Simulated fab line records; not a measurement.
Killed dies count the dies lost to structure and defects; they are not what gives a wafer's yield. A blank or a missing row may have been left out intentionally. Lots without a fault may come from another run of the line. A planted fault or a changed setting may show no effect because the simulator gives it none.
fab line records ; flow n5-finfet
[record] lots = 4; wafers = 12; last-day = 18
route steps=1938 shown BEOL_M4@1099 BEOL_M5@1112 BEOL_M13@1708 PASSIVATION@1936
lots with no fault: from the same line, run without faults
start-h: the number of hours between the record's first day and the start of the first shown wafer of the lot ; wait-h: how many hours have passed since the lot's step before this one ; " the same as in the row above ; L1.1+2: a row that stands for several wafers ; - no value, or no start was given ; * or withheld: withheld ; < > ~ a bound
route shown NAME@n: names a module that has steps shown in the file, with the first one's number in the route ; usual: average and standard deviation across the fault-free wafers ; same: alike in all rows ; chamber/n: place in a boat ; sites: readings site by site ; _std_site: how widely they spread, as a standard deviation ; _edge_site: mean of outer sites minus mean of inner sites ; radius-mm: how far each site lies from the wafer's centre ; mask NAME#n: copy n ; behind: tool/chamber where the wafer was last shaped ; hold: why the lot went on hold/how many hours it stayed there/how the hold came to an end ; device: which transistor (n, p or np) failed to switch ; end of line: the same wafers' tests at the end of the route ; where a step has no rows: the recipe by itself ; killed: the dies lost at the first sort to structure and to defects; this is not the yield of the wafer ; map: a wafer's dies, marking killed ones x, the rest . and places with no die _
set.NAME: the run value of the setting; set.NAME@STEP: its run value at that earlier step ; model.NAME: the simulator's own value behind a step, which no gauge read
lots at selected steps of the route; one table per step, one row per wafer
[[steps]]
[step N5_BEOL_M4_ANNEAL_95]
[recipe] temp-c = 400; time-s = 240; ambient = vacuum
[step N5_BEOL_M4_SPUTTER_96]
[recipe] material = Cu; target-thk-a = 45; temp-c = -20; chamber-pressure-pa = 0.07; power-w = withheld; time-s = 8.29
[step N5_BEOL_M4_ECD_50]
[recipe] material = Cu; target-thk-a = 3000
[step N5_BEOL_M4_ANNEAL_51]
[recipe] temp-c = 225; time-s = 90; ambient = N2
[step N5_BEOL_M4_CMP_52]
[recipe] stop-on = SiOC; t-overpolish-s = 6.8; down-force-psi = 1; platen-rpm = 50; clearing-platen-down-force-psi = 1.5; clearing-platen-rpm = 50; post-cmp-clean = cu-alkaline; target-thk-nm = 40; clearing-platen-pad-velocity-m-s = 0.99484; pad-velocity-m-s = 0.99484
[step N5_BEOL_M4_PRE_CLEAN_60]
[recipe] gas = NH3/H2; time-s = 15; temp-c = *; rf-power-w = 300
[step N5_BEOL_M4_CO_CAP_55]
[recipe] material = Co; target-thk-a = 20; temp-c = 200; precursor = CCTBA/H2; pressure-torr = 30; time-s = 102.1
[step N5_BEOL_M4_PRE_CLEAN_56]
[recipe] gas = NH3; time-s = 15; temp-c = withheld; rf-power-w = 300
[step N5_BEOL_M4_DEP_57]
[recipe] material = SiCN; target-thk-a = 80; temp-c = withheld; precursor = 3MS/NH3; pressure-torr = 3; rf-w = 202; time-s = 14
[step N5_BEOL_M4_RC_MEAS_101]
[usual] DIBL_N = 36.5/1.4; DIBL_P = 36.9/1.7; IOFF_N = 0.163/0.023; IOFF_P = 0.22/0.032; ION_N = 673/9; ION_P = 462/7.5; SS_N = 71.6/0.54; SS_P = 73.4/0.62; VT_N = 249.8/2.8; VT_P = -250/3.5
lot.wafer;tool;chamber;start-h;wait-h;DIBL_N[mV/V];DIBL_P[mV/V];IOFF_N[nA/um];IOFF_P[nA/um];ION_N[uA/um];ION_P[uA/um];SS_N[mV/dec];SS_P[mV/dec];VT_N[mV];VT_P[mV]
L799.3;prober-02;0;210.84;0.3;38.4;39.6;0.184;0.24;685;471;71.8;74.1;247.9;-248
L799.4;prober-02;0;210.84;0.3;38.0;38.6;0.175;0.23;663;456;72.2;73.2;250.1;-251
L799.6;prober-02;0;210.84;0.3;37.1;38.3;0.159;0.21;682;467;71.9;73.0;247.3;-252
L810.1;prober-02;0;272.75;0.0;37.6;38.5;0.189;0.23;686;463;72.4;73.5;245.7;-251
L810.5;prober-02;0;272.75;0.0;35.5;35.7;0.147;0.20;657;456;71.5;72.8;249.1;-250
L810.6;prober-02;0;272.75;0.0;38.1;37.6;0.191;0.23;664;456;72.3;73.9;246.6;-250
L811.1;prober-02;0;276.53;0.0;36.5;38.4;0.171;0.22;669;457;71.6;73.4;248.7;-248
L811.4;prober-02;0;276.53;0.0;36.6;38.5;0.178;0.23;683;469;72.6;72.7;249.9;-249
L811.6;prober-02;0;276.53;0.0;36.5;38.4;0.169;0.22;681;467;71.5;73.4;249.4;-252
L817.1;prober-02;0;303.67;0.0;36.8;35.8;0.174;0.24;670;468;71.3;73.7;247.3;-249
L817.4;prober-02;0;303.67;0.0;36.5;34.9;0.172;0.23;662;455;72.4;73.5;248.9;-249
L817.6;prober-02;0;303.67;0.0;35.4;34.1;0.147;0.22;671;462;71.2;72.8;249.3;-249
[step N5_BEOL_M5_ILD_DEP_00]
[recipe] material = SiCOH_lowk; target-thk-a = 1406.4; temp-c = 300; precursor = DEMS/porogen; pressure-torr = 5; rf-w = 500; time-s = 25.9
[step N5_BEOL_M5_CURE_79]
[recipe] temp-c = 385; time-s = 240; ambient = He/Ar; material = SiCOH_lowk
[step N5_BEOL_M5_PECVD_70]
[recipe] material = SiO2; target-thk-a = 160; temp-c = 400; precursor = TEOS/O2; pressure-torr = 5.5; rf-w = 450; teos-flow-sccm = 53.8; gas = O2; flow-sccm = 3000; time-s = 18
[step N5_BEOL_M5_HM_DEP_02]
[recipe] material = TiN; target-thk-a = 200; temp-c = 25; chamber-pressure-pa = 0.49996
[step N5_BEOL_M5_COAT_59]
[recipe] resist = SOC; temp-c = 250; time-s = 60; spin-rpm = 1500; resist-thk-nm = 60
[step N5_BEOL_M5_COAT_60]
[recipe] resist = SiARC; temp-c = 220; time-s = 60; spin-rpm = 1500; resist-thk-nm = 12
[step N5_BEOL_M5_COAT_71]
[recipe] resist = underlayer; temp-c = 205; time-s = 60; spin-rpm = 1500; resist-thk-nm = 5
[step N5_BEOL_M5_COAT_05]
[recipe] resist = CAR-EUV; spin-rpm = 1500; resist-thk-nm = 30
[step N5_BEOL_M5_EBR_07]
[recipe] solvent = PGMEA; ebr-width-mm = 1.5
[step N5_BEOL_M5_SOFTBAKE_06]
[recipe] temp-c = 110; time-s = 60; resist = CAR-EUV
[step N5_BEOL_M5_EXPOSE_08]
[recipe] mask-id = M5; na = 0.33; source-shape = annular; sigma-inner = 0.4; sigma-outer = 0.8; polarization = unpolarized; target-cd-nm = 28; dose-mj = 35.75
[step N5_BEOL_M5_PEB_09]
[recipe] peb-temp-c = 100; peb-time-s = 60; resist = CAR-EUV
[step N5_BEOL_M5_DEVELOP_10]
[recipe] develop-time-s = 30; developer = TMAH; resist = CAR-EUV; rinse-liquid = surfactant-rinse; dry = air-spin; dev-temp-c = 23
[step N5_BEOL_M5_DESCUM_16]
[recipe] chemistry = O2; time-s = 7; source-power-w = 50; bias-power-w = 20; pressure-mtorr = 20; rf-frequency-hz = 2.712e+07; temp-c = 40; resist = CAR-EUV; o2-flow-sccm = 225
[step N5_BEOL_M5_ETCH_72]
[recipe] chemistry = N2/H2; target = underlayer; target-depth-a = 65; mask-material = CAR-EUV; time-s = 5.2; ion-energy-ev = 200; pressure-mtorr = 30; source-w = 840; bias-w = 150; n2-flow-sccm = 200; h2-flow-sccm = 200; ends = cleared
[step N5_BEOL_M5_ETCH_61]
[recipe] chemistry = CF4; target = SiARC; target-depth-a = 156; mask-material = CAR-EUV; time-s = 26; ion-energy-ev = 80; pressure-mtorr = 40; source-w = 545; bias-w = 36; Ar_flow_sccm = 100; cf4-flow-sccm = 100; ends = cleared
[step N5_BEOL_M5_ETCH_62]
[recipe] chemistry = N2/H2; target = SOC; target-depth-a = 750; overetch-a = 150; mask-material = SiARC; temp-c = 40; time-s = 112.5; ion-energy-ev = 200; pressure-mtorr = 30; source-w = 840; bias-w = 150; n2-flow-sccm = 200; h2-flow-sccm = 200
[step N5_BEOL_M5_STRIP_63]
[recipe] chemistry = N2/H2; temp-c = 40; n2-flow-sccm = 200; h2-flow-sccm = 200; rf-frequency-hz = 6e+07
[step N5_BEOL_M5_STRIP_73]
[recipe] chemistry = N2/H2; temp-c = 40; n2-flow-sccm = 200; h2-flow-sccm = 200; rf-frequency-hz = 6e+07
[step N5_BEOL_M5_STRIP_64]
[recipe] chemistry = CF4; resist = SiARC; power-w = 300; bias-power-w = 75; pressure-mtorr = 50; cf4-flow-sccm = 150; rf-frequency-hz = 6e+07
[step N5_BEOL_M5_HM_OPEN_17]
[recipe] chemistry = Cl2/BCl3; target-depth-a = 200; overetch-a = 60; target = TiN; mask-material = SOC; ion-energy-ev = 150; pressure-mtorr = 10; icp-w = 1000; bias-w = 126; Cl2_flow_sccm = 53.25; bcl3-flow-sccm = 21.75; Ar_flow_sccm = 25
[step N5_BEOL_M5_STRIP_19]
[recipe] chemistry = O2; power-w = 400; temp-c = 40; pressure-mtorr = 30; rf-frequency-hz = 6e+07; bias-power-w = 0; overash-fraction = 0.2; o2-flow-sccm = 225
[step N5_BEOL_M5_COAT_65]
[recipe] resist = SOC; temp-c = 250; time-s = 60; spin-rpm = 1500; resist-thk-nm = 60
[step N5_BEOL_M5_COAT_66]
[recipe] resist = SiARC; temp-c = 220; time-s = 60; spin-rpm = 1500; resist-thk-nm = 12
[step N5_BEOL_M13_ECD_47]
[recipe] material = Cu; target-thk-a = 9360
lot.wafer;tool;chamber;start-h;wait-h
L799.3+4+6;ecd-cu-02;1,0,0;285.10;0.1
L810.1+5+6;ecd-cu-02;0,1,0;342.89;0.1
L811.1+4+6;ecd-cu-02;1,0,1;345.30;0.1
L817.1+4+6;ecd-cu-02;1,1,0;387.43;0.1
[step N5_BEOL_M13_THK_MEAS_50]
[recipe] thk-meas-gauge = xrf; reads = Cu_of_BEOL_M13_ECD_47
[usual] M13_THK = 416/5.3
lot.wafer;tool;chamber;start-h;wait-h;M13_THK[nm]
L799.3;film-metro-01;-;285.81;-;411
L799.4;film-metro-01;-;285.81;-;409
L799.6;film-metro-01;-;285.81;-;412
L810.1;film-metro-01;-;344.42;-;-
L810.5;film-metro-01;-;344.42;-;-
L810.6;film-metro-01;-;344.42;-;-
L811.1;film-metro-02;-;346.07;-;-
L811.4;film-metro-02;-;346.07;-;-
L811.6;film-metro-02;-;346.07;-;-
L817.1;film-metro-02;-;388.32;-;422
L817.4;film-metro-02;-;388.32;-;421
L817.6;film-metro-02;-;388.32;-;420
[step N5_BEOL_M13_RS_MEAS_54]
[recipe] thk-meas-gauge = four-point-probe; reads = Cu_of_BEOL_M13_ECD_47+Ta_of_BEOL_M13_SPUTTER_44+TaN_of_BEOL_M13_SPUTTER_43
[usual] M13_RS = 0.0454/0.00053
lot.wafer;tool;chamber;start-h;wait-h;M13_RS[ohm/sq]
L799.3;film-metro-02;-;285.94;0.1;0.0457
L799.4;film-metro-02;-;285.94;0.1;0.0458
L799.6;film-metro-02;-;285.94;0.1;0.0454
L810.1;film-metro-01;-;344.55;0.0;57.243
L810.5;film-metro-01;-;344.55;0.0;57.835
L810.6;film-metro-01;-;344.55;0.0;58.045
L811.1;film-metro-01;-;346.20;0.0;56.499
L811.4;film-metro-01;-;346.20;0.0;56.806
L811.6;film-metro-01;-;346.20;0.0;55.316
L817.1;film-metro-01;-;388.48;0.1;0.0451
L817.4;film-metro-01;-;388.48;0.1;0.0452
L817.6;film-metro-01;-;388.48;0.1;0.0456
[step N5_PASSIVATION_PROBE_49]
[usual] defect-limited-yield = 91.2/1.4; killed_at_M0_to_M3 = 35/11; killed_at_M4_up = 12/4.2; killed-at-contacts = 13/5.6; killed-at-front-end = 40/12; killed-at-other = 3.3/2.6; killed-dies = 103/17; killed-on-rim = 14/4.5; killed-open = 68/12; killed-short = 34/7.6; sort_bin_5_function = 5.1/0.95; sort_bin_6_memory = 3.3/0.68; sort-n-pass = 1077/17; sort-yield-pct = 91.2/1.4
[same] gross-dies = 1180; killed-at-back-side = 0; sort_bin_4_leakage[%] = 0; sort_bin_8_speed[%] = 0
lot.wafer;tool;chamber;start-h;wait-h;defect-limited-yield[%];killed_at_M0_to_M3;killed_at_M4_up;killed-at-contacts;killed-at-front-end;killed-at-other;killed-dies;killed-on-rim;killed-open;killed-short;sort_bin_5_function[%];sort_bin_6_memory[%];sort-n-pass;sort-yield-pct[%]
L799.3;prober-02;-;318.83;0.1;90.4;41;11;14;47;0;113;15;74;36;4.8;4.0;1067;90.4
L799.4;prober-02;-;318.88;0.2;91.8;32;5;12;41;7;97;9;61;36;4.7;3.0;1083;91.8
L799.6;prober-02;-;318.98;0.3;92.3;25;16;21;24;5;91;6;60;29;4.4;3.0;1089;92.3
L810.1;prober-02;-;374.74;0.0;0;31;1099;15;33;2;1180;152;61;33;96.5;3.0;0;0
L810.5;prober-02;-;374.94;0.2;0;39;1101;16;21;3;1180;152;61;35;96.4;3.6;0;0
L810.6;prober-02;-;374.99;0.3;0;47;1091;10;29;3;1180;152;68;36;96.6;3.2;0;0
L811.1;prober-01;-;374.91;0.0;0;39;1070;12;53;6;1180;152;91;30;95.8;3.9;0;0
L811.4;prober-01;-;375.06;0.2;0;28;1083;16;49;4;1180;152;75;32;95.5;4.3;0;0
L811.6;prober-01;-;375.16;0.3;0;48;1080;17;33;2;1180;152;79;37;96.8;3.1;0;0
L817.1;prober-02;-;426.85;0.0;92.0;34;15;11;31;3;94;8;55;38;4.1;3.1;1086;92.0
L817.4;prober-02;-;427.00;0.2;91.1;25;9;5;65;1;105;14;67;38;5.0;3.4;1075;91.1
L817.6;prober-02;-;427.10;0.3;92.0;22;18;7;44;3;94;6;65;28;5.0;2.8;1086;92.0
// killed by level:class
L799.3 MOL_CONTACT_COAG:geometric-particle:open=12 BEOL_M1:geometric-particle:open=10 FIN_SAQP:geometric-particle:short=9 FIN_SAQP:geometric-particle:open=8 STI_FIN_REVEAL:geometric-particle:open=7 BEOL_M3:geometric-particle:open=7 DUMMY_GATE:geometric-particle:open=5 BEOL_M0:geometric-particle:open=5
L799.4 FIN_SAQP:geometric-particle:open=13 MOL_CONTACT_COAG:geometric-particle:open=11 FIN_SAQP:geometric-particle:short=10 BEOL_M0_SAQP:geometric-particle:short=9 BEOL_M1:geometric-particle:open=8 STI_FIN_REVEAL:geometric-particle:open=4 MIM_TOP_ETCH:geometric-particle:open=4 DUMMY_GATE:geometric-particle:open=3
L799.6 MOL_CONTACT_COAG:geometric-particle:open=15 BEOL_M1:geometric-particle:open=11 BEOL_M4:geometric-particle:open=10 MOL_CONTACT_COAG:geometric-particle:short=6 FIN_SAQP:geometric-particle:short=4 BEOL_M0_SAQP:geometric-particle:open=4 BEOL_M0_SAQP:geometric-particle:short=4 BEOL_M1:geometric-particle:short=4
L810.1 BEOL_M13:area-ecd=1086 BEOL_M0_SAQP:geometric-particle:short=12 BEOL_M0_SAQP:geometric-particle:open=10 MOL_CONTACT_COAG:geometric-particle:open=9 FIN_SAQP:geometric-particle:open=8 DUMMY_GATE:geometric-particle:open=8 MOL_CONTACT_COAG:geometric-particle:short=6 STI_FIN_REVEAL:geometric-particle:open=5
L811.1 BEOL_M13:area-ecd=1058 STI_FIN_REVEAL:geometric-particle:open=20 BEOL_M2:geometric-particle:open=15 MOL_CONTACT_COAG:geometric-particle:open=10 FIN_SAQP:geometric-particle:open=7 BEOL_M0_SAQP:geometric-particle:open=6 BEOL_M0_SAQP:geometric-particle:short=6 BEOL_M3:geometric-particle:open=6
L810.5 BEOL_M13:area-ecd=1084 MOL_CONTACT_COAG:geometric-particle:open=13 BEOL_M3:geometric-particle:open=10 BEOL_M0_SAQP:geometric-particle:short=9 BEOL_M0_SAQP:geometric-particle:open=8 GATE_CUT:geometric-particle:short=5 BEOL_M0:geometric-particle:open=4 BEOL_M4:geometric-particle:open=4
L810.6 BEOL_M13:area-ecd=1076 BEOL_M1:geometric-particle:open=13 BEOL_M0_SAQP:geometric-particle:open=9 BEOL_M3:geometric-particle:open=9 MOL_CONTACT_COAG:geometric-particle:open=8 BEOL_M0_SAQP:geometric-particle:short=7 GATE_CUT:geometric-particle:short=6 FIN_SAQP:geometric-particle:short=5
L811.4 BEOL_M13:area-ecd=1073 STI_FIN_REVEAL:geometric-particle:open=18 MOL_CONTACT_COAG:geometric-particle:open=13 FIN_SAQP:geometric-particle:short=10 BEOL_M2:geometric-particle:open=9 BEOL_M0_SAQP:geometric-particle:open=8 FIN_SAQP:geometric-particle:open=5 BEOL_M0_SAQP:geometric-particle:short=5
L811.6 BEOL_M13:area-ecd=1064 BEOL_M2:geometric-particle:open=23 MOL_CONTACT_COAG:geometric-particle:open=15 FIN_SAQP:geometric-particle:short=12 BEOL_M0_SAQP:geometric-particle:short=8 BEOL_M0_SAQP:geometric-particle:open=8 BEOL_M7:geometric-particle:open=6 FIN_SAQP:geometric-particle:open=4
L817.1 BEOL_M0_SAQP:geometric-particle:short=11 MOL_CONTACT_COAG:geometric-particle:open=8 BEOL_M0_SAQP:geometric-particle:open=8 STI_FIN_REVEAL:geometric-particle:open=6 GATE_CUT:geometric-particle:short=6 BEOL_M1:geometric-particle:open=5 BEOL_M2:geometric-particle:open=5 BEOL_M4:geometric-particle:open=5
L817.4 STI_FIN_REVEAL:geometric-particle:open=32 BEOL_M0_SAQP:geometric-particle:short=11 STI_FIN_REVEAL:geometric-particle:short=10 FIN_SAQP:geometric-particle:short=5 FIN_SAQP:geometric-particle:open=4 MOL_CONTACT_COAG:geometric-particle:open=4 BEOL_M2:geometric-particle:open=4 BEOL_M0_SAQP:geometric-particle:open=3
L817.6 STI_FIN_REVEAL:geometric-particle:open=11 FIN_SAQP:geometric-particle:short=9 FIN_SAQP:geometric-particle:open=7 MOL_CONTACT_COAG:geometric-particle:open=7 BEOL_M8:geometric-particle:open=7 BEOL_M0_SAQP:geometric-particle:open=6 STI_FIN_REVEAL:geometric-particle:short=5 BEOL_M1:geometric-particle:open=4
// map L810.1 (x killed, . not)
_________________xxxxxxxxxxxx________________
______________xxxxxxxxxxxxxxxxxx_____________
___________xxxxxxxxxxxxxxxxxxxxxxxx__________
__________xxxxxxxxxxxxxxxxxxxxxxxxxx_________
________xxxxxxxxxxxxxxxxxxxxxxxxxxxxxx_______
_______xxxxxxxxxxxxxxxxxxxxxxxxxxxxxxxx______
______xxxxxxxxxxxxxxxxxxxxxxxxxxxxxxxxxx_____
_____xxxxxxxxxxxxxxxxxxxxxxxxxxxxxxxxxxxx____
____xxxxxxxxxxxxxxxxxxxxxxxxxxxxxxxxxxxxxx___
___xxxxxxxxxxxxxxxxxxxxxxxxxxxxxxxxxxxxxxxx__
___xxxxxxxxxxxxxxxxxxxxxxxxxxxxxxxxxxxxxxxx__
__xxxxxxxxxxxxxxxxxxxxxxxxxxxxxxxxxxxxxxxxxx_
__xxxxxxxxxxxxxxxxxxxxxxxxxxxxxxxxxxxxxxxxxx_
_xxxxxxxxxxxxxxxxxxxxxxxxxxxxxxxxxxxxxxxxxxxx
_xxxxxxxxxxxxxxxxxxxxxxxxxxxxxxxxxxxxxxxxxxxx
_xxxxxxxxxxxxxxxxxxxxxxxxxxxxxxxxxxxxxxxxxxxx
_xxxxxxxxxxxxxxxxxxxxxxxxxxxxxxxxxxxxxxxxxxxx
_xxxxxxxxxxxxxxxxxxxxxxxxxxxxxxxxxxxxxxxxxxxx
_xxxxxxxxxxxxxxxxxxxxxxxxxxxxxxxxxxxxxxxxxxxx
_xxxxxxxxxxxxxxxxxxxxxxxxxxxxxxxxxxxxxxxxxxxx
_xxxxxxxxxxxxxxxxxxxxxxxxxxxxxxxxxxxxxxxxxxxx
__xxxxxxxxxxxxxxxxxxxxxxxxxxxxxxxxxxxxxxxxxx_
__xxxxxxxxxxxxxxxxxxxxxxxxxxxxxxxxxxxxxxxxxx_
___xxxxxxxxxxxxxxxxxxxxxxxxxxxxxxxxxxxxxxxx__
___xxxxxxxxxxxxxxxxxxxxxxxxxxxxxxxxxxxxxxxx__
____xxxxxxxxxxxxxxxxxxxxxxxxxxxxxxxxxxxxxx___
_____xxxxxxxxxxxxxxxxxxxxxxxxxxxxxxxxxxxx____
______xxxxxxxxxxxxxxxxxxxxxxxxxxxxxxxxxx_____
_______xxxxxxxxxxxxxxxxxxxxxxxxxxxxxxxx______
________xxxxxxxxxxxxxxxxxxxxxxxxxxxxxx_______
__________xxxxxxxxxxxxxxxxxxxxxxxxxx_________
___________xxxxxxxxxxxxxxxxxxxxxxxx__________
______________xxxxxxxxxxxxxxxxxx_____________
_________________xxxxxxxxxxxx________________
// map L811.1 (x killed, . not)
_________________xxxxxxxxxxxx________________
______________xxxxxxxxxxxxxxxxxx_____________
___________xxxxxxxxxxxxxxxxxxxxxxxx__________
__________xxxxxxxxxxxxxxxxxxxxxxxxxx_________
________xxxxxxxxxxxxxxxxxxxxxxxxxxxxxx_______
_______xxxxxxxxxxxxxxxxxxxxxxxxxxxxxxxx______
______xxxxxxxxxxxxxxxxxxxxxxxxxxxxxxxxxx_____
_____xxxxxxxxxxxxxxxxxxxxxxxxxxxxxxxxxxxx____
____xxxxxxxxxxxxxxxxxxxxxxxxxxxxxxxxxxxxxx___
___xxxxxxxxxxxxxxxxxxxxxxxxxxxxxxxxxxxxxxxx__
___xxxxxxxxxxxxxxxxxxxxxxxxxxxxxxxxxxxxxxxx__
__xxxxxxxxxxxxxxxxxxxxxxxxxxxxxxxxxxxxxxxxxx_
__xxxxxxxxxxxxxxxxxxxxxxxxxxxxxxxxxxxxxxxxxx_
_xxxxxxxxxxxxxxxxxxxxxxxxxxxxxxxxxxxxxxxxxxxx
_xxxxxxxxxxxxxxxxxxxxxxxxxxxxxxxxxxxxxxxxxxxx
_xxxxxxxxxxxxxxxxxxxxxxxxxxxxxxxxxxxxxxxxxxxx
_xxxxxxxxxxxxxxxxxxxxxxxxxxxxxxxxxxxxxxxxxxxx
_xxxxxxxxxxxxxxxxxxxxxxxxxxxxxxxxxxxxxxxxxxxx
_xxxxxxxxxxxxxxxxxxxxxxxxxxxxxxxxxxxxxxxxxxxx
_xxxxxxxxxxxxxxxxxxxxxxxxxxxxxxxxxxxxxxxxxxxx
_xxxxxxxxxxxxxxxxxxxxxxxxxxxxxxxxxxxxxxxxxxxx
__xxxxxxxxxxxxxxxxxxxxxxxxxxxxxxxxxxxxxxxxxx_
__xxxxxxxxxxxxxxxxxxxxxxxxxxxxxxxxxxxxxxxxxx_
___xxxxxxxxxxxxxxxxxxxxxxxxxxxxxxxxxxxxxxxx__
___xxxxxxxxxxxxxxxxxxxxxxxxxxxxxxxxxxxxxxxx__
____xxxxxxxxxxxxxxxxxxxxxxxxxxxxxxxxxxxxxx___
_____xxxxxxxxxxxxxxxxxxxxxxxxxxxxxxxxxxxx____
______xxxxxxxxxxxxxxxxxxxxxxxxxxxxxxxxxx_____
_______xxxxxxxxxxxxxxxxxxxxxxxxxxxxxxxx______
________xxxxxxxxxxxxxxxxxxxxxxxxxxxxxx_______
__________xxxxxxxxxxxxxxxxxxxxxxxxxx_________
___________xxxxxxxxxxxxxxxxxxxxxxxx__________
______________xxxxxxxxxxxxxxxxxx_____________
_________________xxxxxxxxxxxx________________
[[key]]
[first-sign] step = N5_BEOL_M13_THK_MEAS_50; reading = M13_THK; direction = missing
[effect] step = N5_BEOL_M13_RS_MEAS_54; reading = M13_RS; direction = up; sigmas = 99+; usual = 0.0454; struck = 56.957
[effect] step = N5_PASSIVATION_PROBE_49; reading = killed_at_M4_up; direction = up; sigmas = 99+; usual = 12; struck = 1087
[more-kills-born-at] N5_BEOL_M13_ECD_47@ecd-cu-02 = 6441
met-at N5_BEOL_M13_ECD_47
struck-wafers L810.1,L810.5,L810.6,L811.1,L811.4,L811.6
later-rows-left-out L810.1,L810.5,L810.6,L811.1,L811.4,L811.6
onset-between 285.10 342.89
[fault] kind = skipped-step-whole; tool = ecd-cu-02; chamber = -; onset-h = 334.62; steps = N5_BEOL_M13_ECD_47; scope = struck-lots-only
// later-rows-left-out: the simulator's readings of these wafers behind a module that went badly wrong aren't trusted and aren't shown, but for the sort
